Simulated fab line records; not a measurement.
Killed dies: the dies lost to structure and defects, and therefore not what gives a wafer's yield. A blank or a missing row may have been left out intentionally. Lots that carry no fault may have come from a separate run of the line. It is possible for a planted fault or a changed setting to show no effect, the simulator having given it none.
Struck lot and sound lot, side by side	flow n5-finfet	45 steps out of a route of 1938
Sound: these wafers, L654.4, L654.5, L654.6. Struck: wafers L664.3, L664.4, L664.6. The cause is named last.
For every step that has rows: the tool of each side, followed by ch and its chambers, followed by its first start. Under that, the readings that differ: sound wafers	struck wafers	difference of the means	sigmas: that difference in standard deviations of wafers without a fault.
alike: readings whose means differ by less than 2 such deviations, and words and numbers that are the same on both sides. not compared: withheld readings, readings that some wafer has no value for, bounds like >300 that may hide the same value, and numbers for which the record gives no deviation and whose values overlap.
A row with sigmas, a row that says differs or no value, or rows on one side alone: a step with any of these is where the two part. Non-overlapping numbers with no deviation appear without sigmas and do not part them. A reading that every wafer of one side lacks parts them only if that side has two wafers or more.

first, 11 steps without rows for these wafers: N5_BEOL_M2_DESCUM_33 (chemistry O2, time 7 s); N5_BEOL_M2_ETCH_77 (etches underlayer in N2/H2, target depth 6.5 nm, time 5.2 s); N5_BEOL_M2_ETCH_69 (etches SiARC in CF4, target depth 15.6 nm, time 26 s); N5_BEOL_M2_ALD_98 (deposits SiO2, target thk 2.5 nm, pulse time 1 s, co reactant pulse time 1 s); N5_BEOL_M2_ETCHBACK_99 (etches SiO2 in CHF3, target depth 5 nm, time 10.4 s); N5_BEOL_M2_ETCH_70 (etches SOC in N2/H2, target depth 80 nm, overetch 24 nm, time 130 s); N5_BEOL_M2_STRIP_71 (strips in N2/H2); N5_BEOL_M2_STRIP_78 (strips in N2/H2); N5_BEOL_M2_VIA_ETCH_34 (etches the open film in C4F6/O2, target depth 69.4 nm, time 65.9 s); N5_BEOL_M2_STRIP_83 (strips in C4F6/O2); N5_BEOL_M2_STRIP_36 (strips in N2/H2).
N5_BEOL_M2_TRENCH_ETCH_37: etches SiOC in C4F6/O2, target depth 55.555 nm, time 29.2 s.
  sound on rie-diel-04 ch 0,1,2, day 7 15:59; struck on rie-diel-04 ch 1,3, day 10 08:56
reading	sound	struck	difference	sigmas
rf-fwd-power-W (W)	347.9 349.3 350.3	283.7 284.9 280.5	-66.1	-35
rf-vpp-V (V)	685 647 645	715 714 734	+62	+2
model.etch.depth-nm (nm)	53.81 53.35 56.82	50.78 50.24 52.62	-3.45	
model.BEOL_M2.feature-depth-nm (nm)	53.8 53.4 56.8	50.8 50.2 52.6	-3.5	
  alike: O2_flow_sccm, drypump-motor-current-A, oes-product-au, showerhead-plenum-p-Torr, throttle-valve-pct
  not compared: rf-hours-counter-h
then, 2 steps without rows for these wafers: N5_BEOL_M2_ETCH_41 (etches SiCN in CH3F/O2, target depth 29.9 nm, time 52.5 s); N5_BEOL_M2_STRIP_97 (strips in N2/H2, time 10 s).
N5_BEOL_M2_OCD_MEAS_38:
  struck on ocd-02, day 10 09:05; sound on ocd-02, day 7 16:08
reading	sound	struck	difference	sigmas
trench-depth-nm (nm)	53.6 53.5 56.6	51.3 49.9 52.4	-3.4	-3
then, 25 steps without rows for these wafers: N5_BEOL_M2_HM_STRIP_39 (strips TiN in peroxide tin strip, target depth 25 nm, time 158 s); N5_BEOL_M2_SRD_40 (time 30 s); N5_BEOL_M2_PRECLEAN_42 (cleans in residue remover, time 60 s); N5_BEOL_M2_SRD_43 (time 30 s); N5_BEOL_M2_DEGAS_44 (time 60 s); N5_BEOL_M2_PRE_CLEAN_45 (time 30 s); N5_BEOL_M2_ALD_84 (deposits TaN, pulse time 2 s, purge time 3 s, co reactant purge time 2 s); N5_BEOL_M2_SURFACE_TREAT_85; N5_BEOL_M2_CVD_47 (deposits Co from CCTBA/H2, target thk 3 nm, time 223.8 s); N5_BEOL_M2_SPUTTER_48 (material Cu, target thk 4.5 nm, time 8.29 s); N5_BEOL_M2_ANNEAL_49 (time 240 s); N5_BEOL_M2_SPUTTER_79 (material Cu, target thk 4.5 nm, time 8.29 s); N5_BEOL_M2_ANNEAL_80 (time 240 s); N5_BEOL_M2_SPUTTER_81 (material Cu, target thk 4.5 nm, time 8.29 s); N5_BEOL_M2_ANNEAL_82 (time 240 s); N5_BEOL_M2_SPUTTER_86 (material Cu, target thk 4.5 nm, time 8.29 s); N5_BEOL_M2_ANNEAL_87 (time 240 s); N5_BEOL_M2_SPUTTER_88 (material Cu, target thk 4.5 nm, time 8.29 s); N5_BEOL_M2_ANNEAL_89 (time 240 s); N5_BEOL_M2_SPUTTER_90 (material Cu, target thk 4.5 nm, time 8.29 s); N5_BEOL_M2_ANNEAL_91 (time 240 s); N5_BEOL_M2_SPUTTER_92 (material Cu, target thk 4.5 nm, time 8.29 s); N5_BEOL_M2_ANNEAL_93 (time 240 s); N5_BEOL_M2_SPUTTER_94 (material Cu, target thk 4.5 nm, time 8.29 s); N5_BEOL_M2_ANNEAL_95 (time 240 s).
N5_BEOL_M2_CMP_52: polishes, stops on SiOC, t overpolish 6.8 s, target thk 40 nm.
  sound on cmp-01 ch 1,2, day 7 21:02; struck on cmp-01 ch 0,1,2, day 10 12:26
  alike: barrier-field-endpoint-s, clearing-platen-down-force-psi, motor-current-A, overpolish-run-s, time-to-endpoint-s
  not compared: model.Cu_of_BEOL_M2_ECD_50.thk-nm
N5_BEOL_M2_THK_MEAS_53: measures by xrf.
  struck on film-metro-01, day 10 12:44; sound on film-metro-02, day 7 21:18
  alike: M2_THK
N5_BEOL_M2_RS_MEAS_58: measurement is done with a four-point probe.
  struck on film-metro-01, day 10 13:01; sound on film-metro-02, day 7 21:34
reading	sound	struck	difference	sigmas
M2_RS (ohm/sq)	0.73 0.76 0.63	0.80 0.84 0.76	+0.09	+2
N5_BEOL_M4_RC_MEAS_101:
  sound on prober-01 ch 0, day 9 03:30; struck on prober-01 ch 0, day 11 08:31
  alike: DIBL_N, DIBL_P, IOFF_N, IOFF_P, ION_N, ION_P, SS_N, SS_P, VT_N, VT_P
-- here the record skips 4 days between the struck wafers' starts before and after, leaving off in module BEOL_M4 and picking up in module PASSIVATION (first step shown: number 1936 of the route) --
N5_PASSIVATION_PROBE_49:
  rows exist in the record for the struck wafers here (prober-02, day 15 16:45), but not for the sound ones

== WHERE THEY PART ==
First at N5_BEOL_M2_TRENCH_ETCH_37; last, within this record, at N5_PASSIVATION_PROBE_49.

WHY: what the simulator had put in
Drift in process parameters on rie-diel-04 at N5_BEOL_M2_TRENCH_ETCH_37, starting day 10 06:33. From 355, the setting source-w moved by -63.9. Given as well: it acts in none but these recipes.
